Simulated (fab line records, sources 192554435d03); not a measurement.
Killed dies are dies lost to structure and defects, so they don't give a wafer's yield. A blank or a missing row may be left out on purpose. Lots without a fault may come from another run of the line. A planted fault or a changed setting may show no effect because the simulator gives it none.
Split-lot experiment | flow n5_finfet | 7 lots, 39 wafers read, on a route of 1938 steps

THE SPLIT
At N5_BEOL_M6_ILD_DEP_00 (deposits SiCOH lowk from DEMS/porogen, target thk 179.75 nm, time 33.4 s), the setting target_thk_a was moved away from the recipe's 1797.5 angstrom on 12 of the 39 wafers read, by -35.1% to +44.1%. The other wafers ran this setting at the recipe's value.

FROM THE SPLIT TO THE READING: what the file shows between them, 1 step
- N5_BEOL_M6_CURE_74: cures SiCOH lowk, time 240 s

THE READING
M6_ILD_THK, in nm, at N5_BEOL_M6_THK_MEAS_01. Fault-free wafers of this fab line usually give 156.0 nm, standard deviation 2.5 nm.

wafer  | tool, chamber at the split | target_thk_a as run, angstrom | against the recipe | M6_ILD_THK, nm | against lot-mates on the recipe
L075.1 | pecvd-01, 0                | 1797.5                        | recipe             | 157.9          | -
L075.2 | pecvd-01, 1                | 1797.5                        | recipe             | 153.9          | -
L075.3 | pecvd-01, 2                | 2242                          | +24.7%             | 194.1          | +37.8
L075.4 | pecvd-01, 0                | 2242                          | +24.7%             | 200.9          | +44.6
L075.5 | pecvd-01, 2                | 2242                          | +24.7%             | 198.8          | +42.5
L075.6 | pecvd-01, 1                | 1797.5                        | recipe             | 157.2          | -
L074.1 | pecvd-01, 2                | 1167                          | -35.1%             | 103.2          | -55.2
L074.2 | pecvd-01, 1                | 1167                          | -35.1%             | 100.4          | -58.0
L074.3 | pecvd-01, 0,1              | 1797.5                        | recipe             | 158.7          | -
L074.4 | pecvd-01, 0,1              | 1797.5                        | recipe             | 158.8          | -
L074.5 | pecvd-01, 0                | 1167                          | -35.1%             | 104.9          | -53.5
L074.6 | pecvd-01, 2                | 1797.5                        | recipe             | 157.6          | -
L076.1 | pecvd-01, 2,0              | 1797.5                        | recipe             | 158.4          | -
L076.2 | pecvd-01, 2,0              | 1797.5                        | recipe             | 158.6          | -
L076.3 | pecvd-01, 1                | 1797.5                        | recipe             | 157.5          | -
L076.4 | pecvd-01, 1                | 1797.5                        | recipe             | 156.9          | -
L076.5 | pecvd-01, 0                | 1797.5                        | recipe             | 159.3          | -
L076.6 | pecvd-01, 2                | 1797.5                        | recipe             | 159.7          | -
L077.1 | pecvd-02, 1                | 1797.5                        | recipe             | 156.3          | -
L077.2 | pecvd-02, 0                | 1797.5                        | recipe             | 153.6          | -
L077.3 | pecvd-02, 2                | 2136                          | +18.8%             | 183.3          | +27.3
L077.4 | pecvd-02, 1                | 1797.5                        | recipe             | 158.2          | -
L077.5 | pecvd-02, 0                | 2136                          | +18.8%             | 187.5          | +31.5
L077.6 | pecvd-02, 2                | 2136                          | +18.8%             | 184.6          | +28.6
L079.1 | pecvd-03, 1                | 2590                          | +44.1%             | 221.7          | +68.3
L079.2 | pecvd-03, 0                | 1797.5                        | recipe             | 152.3          | -
L079.3 | pecvd-03, 2                | 2590                          | +44.1%             | 219.5          | +66.1
L079.4 | pecvd-03, 2                | 2590                          | +44.1%             | 223.7          | +70.3
L079.5 | pecvd-03, 1                | 1797.5                        | recipe             | 154.7          | -
L079.6 | pecvd-03, 0                | 1797.5                        | recipe             | 153.2          | -
L089.1 | pecvd-01, 2                | 1797.5                        | recipe             | 156.9          | -
L089.2 | pecvd-01, 0                | 1797.5                        | recipe             | 157.3          | -
L089.3 | pecvd-01, 2                | 1797.5                        | recipe             | 159.4          | -
L089.4 | pecvd-01, 0                | 1797.5                        | recipe             | 160.0          | -
L089.5 | pecvd-01, 0                | 1797.5                        | recipe             | 159.9          | -
L089.6 | pecvd-01, 2                | 1797.5                        | recipe             | 160.5          | -
L095.1 | pecvd-02, 2                | 1797.5                        | recipe             | 151.7          | -
L095.5 | pecvd-02, 1                | 1797.5                        | recipe             | 158.8          | -
L095.6 | pecvd-02, 2                | 1797.5                        | recipe             | 156.0          | -
Where a row lists several chambers, the file gives one row for several wafers and doesn't say which wafer went through which chamber.

THE FIT
A straight line over all 39 wafers: M6_ILD_THK changes by +1.52 nm for each +1% of target_thk_a; r = +1.00; the points scatter about the line by 2.7 nm.
The same after taking each lot's own level away (the mean of its wafers on the recipe; 39 wafers): +1.58 nm for each +1%; r = +1.00; scatter 2 nm.
On that fit, the largest move of target_thk_a shifts the reading by 70 nm.
The lots' own levels span 153.40 to 159.00 nm, that is 2.2 times the standard deviation above.
So the lot-to-lot level changes the slope little: the two slopes agree.
Check: with one of the wafers moved furthest among these (+44.1%) left out of the fit, the line predicts +69.8 nm for it against its lot-mates. It came out at +68.3 nm against them.

THE WHOLE CHAIN: every reading that the file lists as answering this split, in the file's order
step                   | what it does                                                             | reading                                                                                  | change (the file's fit)              | r (the file's)
N5_BEOL_M6_ILD_DEP_00  | deposits SiCOH lowk from DEMS/porogen, target thk 179.75 nm, time 33.4 s | SiCOH_lowk_of_BEOL_M6_ILD_DEP_00.thk_nm (the simulator's own value, which no gauge read) | +1.81 nm for each +1% of the setting | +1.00
N5_BEOL_M6_CURE_74     | cures SiCOH lowk, time 240 s                                             | SiCOH_lowk_of_BEOL_M6_ILD_DEP_00.thk_nm (the simulator's own value, which no gauge read) | +1.58 nm for each +1% of the setting | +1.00
N5_BEOL_M6_THK_MEAS_01 |                                                                          | M6_ILD_THK                                                                               | +1.58 for each +1% of the setting    | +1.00

THE FILE'S OWN FIT
M6_ILD_THK changes by +1.58 nm for each +1% of target_thk_a, r = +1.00.
